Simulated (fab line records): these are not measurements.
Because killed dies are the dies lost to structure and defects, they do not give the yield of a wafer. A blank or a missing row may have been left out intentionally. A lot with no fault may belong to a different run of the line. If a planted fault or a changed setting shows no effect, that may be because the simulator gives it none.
fab line records -- flow nand-harc
[record] lots = 6, wafers = 18, last-day = 22
route steps=1159 shown A_CHANNEL_FILL_D1@495 A_STAIRCASE@519 END@1159
lots untouched by any fault: they come from a run of this same line in which no faults occurred
start-h: hours from the record's opening day to when the first of the lot's shown wafers began -- wait-h: hours from the lot's prior step to this one -- " repeats the value in the row above -- L1.1+2: several wafers, shown together as one row -- - either no value or no given start -- * or withheld: withheld -- < > ~ a bound
route shown NAME@n: NAME is a module with steps in the file, n the number in the route of the first one -- usual: mean/standard deviation taken from wafers without a fault -- same: alike in all rows -- chamber/n: place in a boat -- sites: each site's reading -- _std_site: how widely they spread, as a standard deviation -- _edge_site: outer sites' mean less inner sites' -- radius-mm: for every site, how far away it sits from the centre of the wafer -- mask NAME#n: copy n -- behind: the tool/chamber that last shaped the wafer -- hold: cause of the lot's hold/its duration in hours/its outcome -- device: names the non-switching transistor (n, p or np) -- end of line: tests of these same wafers at the route's end -- for a step that has no rows: nothing shown but its recipe -- killed: dies lost to structure and defects at the first sort, not the wafer's yield -- map: per-die view of a wafer (x killed, . not killed, _ where there is no die)
set.NAME: the setting as run; set.NAME@STEP: as run at that earlier step -- model.NAME: the simulator's own value behind a step, which no gauge read
lots at selected steps of the route; one table per step, one row per wafer
services: a tool's chamber out of use, with start hour (start-h, from the record's first day; less than 0 if before it), hours out, and reason
[[steps]]
[step NHARC_A_CHANNEL_FILL_D1_ALD_15]
[recipe] target-thk-a = 20, pulse-time-s = 60, ald-cycles = 19, temp-c = 630, pressure-torr = 2, material = SiNx
[step NHARC_A_CHANNEL_FILL_D1_ALD_16]
[recipe] target-thk-a = 15, pulse-time-s = 10, ald-cycles = 15, temp-c = 300, material = SiO2
[step NHARC_A_CHANNEL_FILL_D1_ANNEAL_17]
[recipe] temp-c = 850, time-s = 1800
[step NHARC_A_CHANNEL_FILL_D1_CVD_18]
[recipe] target-thk-a = 30, temp-c = 550, material = poly-Si
[step NHARC_A_CHANNEL_FILL_D1_ETCHBACK_19]
[recipe] target-depth-a = 50, time-s = 1.7, hbr-flow-sccm = 150, cl2-flow-sccm = 50, rf-w = 400, icp-w = 400, bias-w = 100, chemistry = HBr/Cl2
[usual] bias-w = 100.0/0.31, drypump-motor-current-A = 5.7/0.58, oes-product-au = 1.003/0.0075, throttle-valve-pct = 26.406/0.0091
lot.wafer,tool,chamber,start-h,wait-h,bias-w,drypump-motor-current-A,oes-product-au,rf-hours-counter-h,throttle-valve-pct
L618.3,rie-si-03,1,223.65,0.4,100.4,5.6,1.008,0.5,26.408
L618.1,rie-si-03,2,223.65,0.4,100.6,4.9,1.009,0.6,26.416
L618.5,rie-si-03,2,223.65,0.4,99.3,4.9,1.003,-,26.405
L619.3,rie-si-01,3,223.66,0.4,100.1,5.2,0.994,0.7,26.416
L619.4,rie-si-01,0,223.66,0.4,100.2,5.4,0.992,0.8,26.410
L619.5,rie-si-01,2,223.66,0.4,100.2,6.8,1.002,-,26.400
L627.2,rie-si-03,1,263.11,0.4,100.2,5.6,1.001,0.8,26.404
L627.3,rie-si-03,2,263.11,0.4,99.6,4.9,0.994,0.9,26.404
L627.5,rie-si-03,0,263.11,0.4,99.6,5.6,0.996,-,26.414
L630.3,rie-si-03,3,284.80,0.4,99.9,5.4,1.005,1.0,26.420
L630.2,rie-si-03,1,284.80,0.4,99.8,5.6,1.017,1.0,26.423
L630.6,rie-si-03,2,284.80,0.4,100.0,4.9,1.009,-,26.405
L631.2,rie-si-05,1,290.63,0.4,100.3,6.5,1.000,0.5,26.410
L631.1,rie-si-05,2,290.63,0.4,100.1,6.0,1.011,0.6,26.395
L631.6,rie-si-05,2,290.63,0.4,100.2,6.0,0.999,-,26.401
L632.2,rie-si-01,3,295.76,0.4,100.7,5.3,0.996,1.4,26.395
L632.3,rie-si-01,2,295.76,0.4,100.1,6.8,1.008,1.6,26.412
L632.6,rie-si-01,3,295.76,0.4,100.3,5.3,0.995,-,26.411
[step NHARC_A_CHANNEL_FILL_D1_ETCHBACK_20]
[recipe] target-depth-a = 270, time-s = 13.5, c4f8-flow-sccm = withheld, o2-flow-sccm = 8, ar-flow-sccm = withheld, rf-w = 600, bias-w = 1500, chemistry = C4F8/O2/Ar
[usual] bias-w = 1499/4.8, oes-product-au = 0.97/0.036, rf-vpp-V = 981/4.9
lot.wafer,tool,chamber,start-h,wait-h,bias-w,oes-product-au,rf-hours-counter-h,rf-vpp-V
L618.1,rie-diel-07,0,223.78,-,1509,0.91,32,983
L618.3,rie-diel-07,1,223.78,-,1499,0.93,30,985
L618.5,rie-diel-07,0,223.78,-,1510,0.92,-,984
L619.3,rie-diel-02,1,223.78,-,1501,1.00,2,983
L619.4,rie-diel-02,3,223.78,-,1505,1.00,2,973
L619.5,rie-diel-02,0,223.78,-,1500,0.99,-,976
L627.3,rie-diel-13,2,263.23,-,1502,0.92,6,987
L627.2,rie-diel-13,0,263.23,-,1506,0.93,6,987
L627.5,rie-diel-13,2,263.23,-,1497,0.93,-,985
L630.3,rie-diel-02,1,284.95,-,1504,0.95,3,983
L630.2,rie-diel-02,2,284.95,-,1496,0.94,3,984
L630.6,rie-diel-02,2,284.95,-,1498,0.94,-,982
L631.2,rie-diel-13,0,290.76,-,1502,0.98,0,987
L631.1,rie-diel-13,1,290.76,-,1498,1.00,0,975
L631.6,rie-diel-13,1,290.76,-,1492,1.00,-,976
L632.2,rie-diel-02,1,295.93,-,1500,0.91,3,982
L632.3,rie-diel-02,2,295.93,-,1501,0.91,4,984
L632.6,rie-diel-02,0,295.93,-,1502,0.90,-,977
[step NHARC_A_CHANNEL_FILL_D1_STRIP_28]
[recipe] time-s = 20, o2-flow-sccm = 500, ar-flow-sccm = 0, bias-w = 0, chemistry = O2
[step NHARC_A_CHANNEL_FILL_D1_PRECLEAN_21]
[recipe] time-s = 30, chemistry = dHF
[step NHARC_A_CHANNEL_FILL_D1_SRD_23]
[step NHARC_A_CHANNEL_FILL_D1_CVD_05]
[recipe] target-thk-a = 50, temp-c = 550, material = poly-Si
[step NHARC_A_CHANNEL_FILL_D1_ANNEAL_22]
[recipe] temp-c = 620, time-s = 7200
[step NHARC_A_CHANNEL_FILL_D1_THK_MEAS_06]
[recipe] thk-meas-gauge = ellipsometry
[usual] thk-nm = 5.2/0.89
lot.wafer,tool,chamber,start-h,wait-h,thk-nm
L618.1,film-metro-01,-,235.50,0.4,5.8
L618.3,film-metro-01,-,235.50,0.4,6.9
L618.5,film-metro-01,-,235.50,0.4,4.8
L619.3,film-metro-02,-,235.50,0.4,4.9
L619.4,film-metro-02,-,235.50,0.4,5.2
L619.5,film-metro-02,-,235.50,0.4,4.7
L627.2,film-metro-01,-,275.01,0.4,5.4
L627.3,film-metro-01,-,275.01,0.4,6.0
L627.5,film-metro-01,-,275.01,0.4,4.6
L630.2,film-metro-01,-,296.97,0.4,6.2
L630.3,film-metro-01,-,296.97,0.4,5.3
L630.6,film-metro-01,-,296.97,0.4,4.9
L631.1,film-metro-02,-,302.37,0.4,5.1
L631.2,film-metro-02,-,302.37,0.4,5.7
L631.6,film-metro-02,-,302.37,0.4,5.1
L632.2,film-metro-02,-,307.67,0.4,4.3
L632.3,film-metro-02,-,307.67,0.4,5.2
L632.6,film-metro-02,-,307.67,0.4,6.8
[step NHARC_A_CHANNEL_FILL_D1_ALD_25]
[recipe] target-thk-a = 600, pulse-time-s = 10, ald-cycles = 600, temp-c = 300, material = SiOx
[usual] heater-power-w = 471/58, precursor-pulse-height-rel = 1.002/0.019
lot.wafer,tool,chamber,start-h,wait-h,heater-power-w,precursor-pulse-height-rel
L618.1,ald-hk-04,1,235.62,0.1,479,1.014
L618.3,ald-hk-04,3,236.87,1.4,567,0.960
L618.5,ald-hk-04,2,238.73,3.2,537,1.024
L619.3,ald-hk-02,3,238.61,3.1,466,0.953
L619.4,ald-hk-02,0,238.61,3.1,472,0.975
L619.5,ald-hk-02,2,240.46,5.0,477,1.016
L627.2,ald-hk-02,2,275.06,0.1,471,1.002
L627.3,ald-hk-02,1,276.91,1.9,392,0.987
L627.5,ald-hk-02,2,276.91,1.9,490,1.007
L630.2,ald-hk-02,2,297.02,0.1,446,0.984
L630.3,ald-hk-02,3,297.02,0.1,481,0.992
L630.6,ald-hk-02,2,299.52,2.5,450,1.036
L631.1,ald-hk-02,2,302.42,0.1,441,1.002
L631.2,ald-hk-02,1,304.29,1.9,402,0.988
L631.6,ald-hk-02,3,305.54,3.2,496,0.993
L632.2,ald-hk-02,2,307.72,0.1,455,1.012
L632.3,ald-hk-02,1,309.57,1.9,395,1.026
L632.6,ald-hk-02,3,310.80,3.1,490,0.994
[step NHARC_A_CHANNEL_FILL_D1_ETCHBACK_08]
[recipe] target-depth-a = 2200, time-s = 110, c4f8-flow-sccm = 20, ar-flow-sccm = withheld, rf-w = 600, bias-w = 300, chemistry = C4F8
[step NHARC_A_CHANNEL_FILL_D1_STRIP_29]
[recipe] time-s = 20, o2-flow-sccm = 500, ar-flow-sccm = 0, bias-w = 0, chemistry = O2
[usual] drypump-motor-current-A = 6.1/0.46, oes-product-au = 0.997/0.008, rf-vpp-V = 58.0/0.92, showerhead-plenum-p-Torr = 3.60/0.13, throttle-valve-pct = 17.036/0.0079
[same] bias-w = 0
lot.wafer,tool,chamber,start-h,wait-h,drypump-motor-current-A,oes-product-au,rf-hours-counter-h,rf-vpp-V,showerhead-plenum-p-Torr,throttle-valve-pct
L618.3,rie-diel-02,0,-,-,5.8,0.988,2.2,57.7,3.50,17.040
L618.1,rie-diel-02,1,-,-,6.1,0.990,2.1,59.4,3.64,17.036
L618.5,rie-diel-02,3,-,-,6.7,0.990,-,57.6,3.41,17.038
L619.3,rie-diel-13,1,-,-,5.9,1.003,5.9,58.5,3.47,17.031
L619.4,rie-diel-13,0,-,-,6.8,1.006,5.4,58.5,3.75,17.035
L619.5,rie-diel-13,2,-,-,6.1,1.000,-,59.0,3.71,17.040
L627.3,rie-diel-02,2,-,-,5.5,0.995,3.2,57.8,3.65,17.033
L627.2,rie-diel-02,3,-,-,6.6,0.996,3.3,59.7,3.41,17.041
L627.5,rie-diel-02,3,-,-,6.7,0.993,-,57.9,3.41,17.047
L630.2,rie-diel-13,3,-,-,6.1,1.003,0.5,57.4,3.78,17.043
L630.3,rie-diel-13,0,-,-,6.8,0.986,0.6,57.7,3.75,17.029
L630.6,rie-diel-13,3,-,-,6.1,1.006,-,59.7,3.78,17.044
L631.2,rie-diel-13,0,-,-,6.8,0.993,0.9,58.1,3.75,17.047
L631.1,rie-diel-13,2,-,-,6.0,0.990,0.7,58.2,3.70,17.049
L631.6,rie-diel-13,1,-,-,5.9,0.997,-,58.0,3.47,17.042
L632.3,rie-diel-13,0,-,-,6.8,0.984,1.0,58.5,3.75,17.043
L632.2,rie-diel-13,1,-,-,5.9,1.015,0.8,57.0,3.47,17.024
L632.6,rie-diel-13,1,-,-,5.9,1.006,-,56.9,3.46,17.030
[step NHARC_A_CHANNEL_FILL_D1_PRECLEAN_30]
[recipe] time-s = 30, chemistry = dHF
[step NHARC_A_CHANNEL_FILL_D1_SRD_31]
[step NHARC_A_CHANNEL_FILL_D1_CVD_09]
[recipe] target-thk-a = 1500, temp-c = 620, pressure-mtorr = 200, time-s = 3000, material = poly-Si
[step NHARC_A_CHANNEL_FILL_D1_CMP_10]
[recipe] target-thk-nm = 150
[step NHARC_A_CHANNEL_FILL_D1_SRD_12]
[step NHARC_A_CHANNEL_FILL_D1_RTA_24]
[recipe] temp-c = 1000, time-s = 5
[step NHARC_A_STAIRCASE_DEP_156]
[recipe] target-thk-a = 500, temp-c = 400, target-thk-nm = 50, flow-sccm = 200, rf-w = 450, material = SiNx
[usual] heater-power-w = 725/130
lot.wafer,tool,chamber,start-h,wait-h,heater-power-w
L618.1,pecvd-02,0,247.83,0.1,679
L618.3,pecvd-02,1,247.83,0.1,607
L618.5,pecvd-02,0,247.83,0.1,685
L619.3,pecvd-04,1,250.56,0.1,856
L619.4,pecvd-04,2,250.56,0.1,645
L619.5,pecvd-04,0,250.56,0.1,639
L627.3,pecvd-01,0,287.16,0.1,957
L627.2,pecvd-01,1,287.16,0.1,818
L627.5,pecvd-01,1,287.16,0.1,843
L630.3,pecvd-04,2,309.33,0.3,541
L630.2,pecvd-04,1,309.33,0.3,809
L630.6,pecvd-04,0,309.33,0.3,710
L631.1,pecvd-04,2,314.65,0.1,646
L631.2,pecvd-04,1,314.65,0.1,763
L631.6,pecvd-04,2,314.65,0.1,636
L632.2,pecvd-02,0,319.87,0.1,633
L632.3,pecvd-02,1,319.87,0.1,744
L632.6,pecvd-02,1,319.87,0.1,722
[step NHARC_A_STAIRCASE_DEHYDRATE_158]
[recipe] temp-c = 150, time-s = 120
[step NHARC_A_STAIRCASE_HMDS_159]
[recipe] time-s = 30
[step NHARC_A_STAIRCASE_COAT_160]
[recipe] spin-rpm = 1200
[step NHARC_A_STAIRCASE_SOFTBAKE_161]
[recipe] temp-c = 135, time-s = 170
[step NHARC_A_STAIRCASE_EBR_162]
[step NHARC_A_STAIRCASE_EXPOSE_163]
[recipe] na = 0.5, dose-mj = 20.01, mask-id = STAIR_OPEN
[step NHARC_A_STAIRCASE_PEB_164]
[recipe] peb-temp-c = 115, peb-time-s = 130
[step NHARC_A_STAIRCASE_DEVELOP_165]
[recipe] time-s = 140
[step NHARC_A_STAIRCASE_HARDBAKE_167]
[recipe] temp-c = 120, time-s = 140
[step NHARC_A_STAIRCASE_DESCUM_168]
[recipe] time-s = 3, o2-flow-sccm = 200, ar-flow-sccm = 0, bias-power-w = 0, chemistry = O2
[step NHARC_A_STAIRCASE_ETCH_169]
[recipe] target-depth-a = 500, time-s = 107.1, ion-energy-ev = 120, ch3f-flow-sccm = 50, o2-flow-sccm = 30, ar-flow-sccm = 200, rf-w = 500, bias-w = 100, chemistry = CH3F/O2
[usual] bias-w = 100.06/0.29, drypump-motor-current-A = 5.6/0.52, oes-product-au = 0.947/0.021, rf-vpp-V = 244.2/1.7, showerhead-plenum-p-Torr = 2.45/0.11, throttle-valve-pct = 20.663/0.0098
lot.wafer,tool,chamber,start-h,wait-h,bias-w,drypump-motor-current-A,oes-product-au,rf-hours-counter-h,rf-vpp-V,showerhead-plenum-p-Torr,throttle-valve-pct
L618.1,rie-diel-01,1,248.93,0.1,99.90,5.5,0.920,37,243.7,2.33,20.681
L618.3,rie-diel-01,2,248.93,0.1,99.75,4.8,0.931,39,247.6,2.50,20.649
L618.5,rie-diel-01,1,248.93,0.1,100.34,5.4,0.923,-,242.3,2.33,20.679
L619.4,rie-diel-08,2,251.51,0.1,100.20,5.2,0.955,48,246.0,2.64,20.681
L619.3,rie-diel-08,1,251.51,0.1,99.86,6.4,0.951,46,244.2,2.39,20.663
L619.5,rie-diel-08,2,251.51,0.1,100.46,5.2,0.957,-,246.0,2.64,20.669
L627.3,rie-diel-01,2,288.26,0.1,99.64,4.8,0.927,59,245.1,2.49,20.661
L627.2,rie-diel-01,3,288.26,0.1,100.19,5.2,0.924,46,246.5,2.57,20.672
L627.5,rie-diel-01,3,288.26,0.1,100.40,5.1,0.923,-,246.4,2.57,20.673
L630.3,rie-diel-01,0,310.46,0.1,100.26,5.7,0.917,45,246.2,2.56,20.661
L630.2,rie-diel-01,1,310.46,0.1,100.61,5.5,0.916,61,242.0,2.32,20.685
L630.6,rie-diel-01,3,310.46,0.1,99.97,5.2,0.921,-,246.8,2.56,20.670
L631.2,rie-diel-08,0,317.37,0.3,99.76,5.9,0.935,3,242.0,2.30,20.683
L631.1,rie-diel-08,2,317.37,0.3,100.23,5.2,0.925,3,245.8,2.63,20.668
L631.6,rie-diel-08,0,317.37,0.3,100.29,5.9,0.928,-,242.2,2.30,20.679
L632.2,rie-diel-08,1,320.98,0.1,100.02,6.4,0.936,6,244.2,2.38,20.663
L632.3,rie-diel-08,2,320.98,0.1,100.06,5.2,0.932,5,246.2,2.63,20.655
L632.6,rie-diel-08,1,320.98,0.1,100.37,6.4,0.947,-,244.4,2.38,20.671
[step NHARC_A_STAIRCASE_ETCH_170]
[recipe] target-depth-a = 2000, time-s = 66.667, ion-energy-ev = 250, c4f6-flow-sccm = 25, o2-flow-sccm = 20, ar-flow-sccm = 500, rf-w = 600, bias-w = 500, chemistry = C4F6/O2
[step NHARC_A_STAIRCASE_STRIP_171]
[recipe] power-w = 1500, temp-c = 250, chemistry = O2
[step NHARC_A_STAIRCASE_STRIP_172]
[recipe] time-s = 900, temp-c = 130, chemistry = SPM
[step NHARC_A_STAIRCASE_PRECLEAN_173]
[recipe] time-s = *, temp-c = 50, bath-age-min = 0, chemistry = SC1
[step NHARC_A_STAIRCASE_SRD_174]
[step NHARC_END_SORT_01]
[recipe] temp-c = 25
[usual] killed-at-array = 27/11, killed-at-other = 0.7/0.93, killed-at-periphery = 2.9/1.9, killed-dies = 30/11, killed-open = 3.1/1.7, killed-short = 1.9/1.3
[same] gross-dies = 677
lot.wafer,tool,chamber,start-h,wait-h,killed-at-array,killed-at-other,killed-at-periphery,killed-dies,killed-open,killed-short
L631.6,prober-01,0,538.38,4.0,70,0,4,74,1,3
L632.6,prober-02,0,538.54,4.0,72,2,4,78,5,1
// killed by level:class
L631.6 A_CHANNEL_FILL_D1:unspecified=48 A_CHANNEL_HOLE_D1:chamber-film-flake=16 A_CONTACT:chamber-film-flake=5 P_M0:geometric-particle:short=2 P_GATE:geometric-particle:short=1 P_M1:geometric-particle:open=1 A_ZERO_WELL:chamber-film-flake=1
L632.6 A_CHANNEL_FILL_D1:unspecified=44 A_SLIT:chamber-film-flake=16 A_CHANNEL_HOLE_D1:chamber-film-flake=4 A_CONTACT:chamber-film-flake=4 A_ZERO_WELL:chamber-film-flake=3 P_GATE:geometric-particle:open=1 P_GATE:geometric-particle:short=1 P_CONTACT:geometric-particle:open=1
// map L631.6 (x killed, . not)
____________.____________
_________......._________
_______.x........._______
______.............______
_____..............._____
____..x..............____
____.................____
___...................___
___...................___
__..x..................__
__.....................__
_......................._
_......................._
_.x......xx............._
_......................._
_......................._
.........................
.........................
x........................
x.x......................
x.x.x....................
_xx.x..................._
_.xxx...........x......._
_.xx...................._
_x......................_
_x......................_
__..xx.....x...........__
__.......xx............__
___....x.xx...........___
___...xxxx............___
____..xxxxxxx........____
____..xxxxxx.........____
_____.xxxxxxx......._____
______xxxxxxx.x....______
_______xxxxxx....._______
_________xxxx..._________
____________x____________
// map L632.6 (x killed, . not)
____________.____________
_________xxxx..._________
_______x..x......._______
______..x.xxxx.....______
_____...xx..x......._____
____....x............____
____......x..........____
___...................___
___...................___
__.......x.............__
__....................x__
_x......................_
_.........x............._
_.........x............._
_......................._
_......................._
.x.x.....................
.xx.........x............
.x.......................
x........................
.....x...................
_......................._
_........x.............._
_.................x....._
_......x................_
_..........x............_
__.....................__
__.....................__
___...................___
___....xxx.......x....___
____x.xxxxxx.x.......____
____..xxxxxx.x.......____
_____xxxxxxxx......._____
______xxxxxxxx.....______
_______xxxxx......_______
_________xxxx..._________
____________x____________
[[services]]
tool,chamber,start-h,hours,kind
rie-diel-13,0,206.00,-,clean
rie-diel-13,1,206.00,-,clean
rie-diel-13,2,206.00,-,clean
rie-diel-13,3,206.00,-,clean
rie-diel-13,1,208.05,1.8,repair
pecvd-02,0,209.19,7.2,repair
ald-hk-02,-,218.35,1.4,repair
rie-diel-07,-,228.20,9.0,pm
pecvd-01,-,237.85,13.0,pm
rie-si-05,-,239.00,9.0,pm
rie-si-01,1,241.58,5.7,repair
pecvd-02,2,244.55,15.1,repair
rie-si-01,1,251.07,56.7,repair
rie-diel-07,0,257.35,2.4,repair
rie-diel-13,2,259.22,2.6,repair
pecvd-04,2,263.12,3.9,repair
pecvd-02,-,263.81,1.2,repair
rie-diel-07,3,266.58,4.7,repair
rie-diel-13,-,276.00,9.0,pm
rie-diel-02,0,283.88,4.5,repair
rie-si-05,0,297.07,65.8,repair
rie-diel-08,-,302.10,9.0,pm
rie-si-01,-,304.00,9.0,pm
rie-diel-01,-,315.57,9.0,pm
[[key]]
[first-sign] step = NHARC_END_SORT_01, reading = killed-dies, direction = up, sigmas = 4.1, usual = 30, struck = 76
[effect] step = NHARC_END_SORT_01, reading = killed-at-array, direction = up, sigmas = 4.1, usual = 27, struck = 71
[more-kills-born-at] NHARC_A_CHANNEL_FILL_D1_ALD_25@ald-hk-02 = 92
met-at NHARC_A_CHANNEL_FILL_D1_ALD_25
struck-wafers L631.6,L632.6
tester-left-out L631,L632
[fault] kind = chamber-particle-source, tool = ald-hk-02, chamber = 3, onset-h = 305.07, steps = NHARC_A_CHANNEL_FILL_D1_ALD_25, rate-per-visit-cm2 = 0.46659, end-h = 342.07
// tester-left-out: of these lots the tester's yield and bins aren't shown, on N5 and GAA mostly nor the transistor test; their killed dies are dies lost to structure and defects alone, not to doping, threshold or leakage, so they don't give the yield
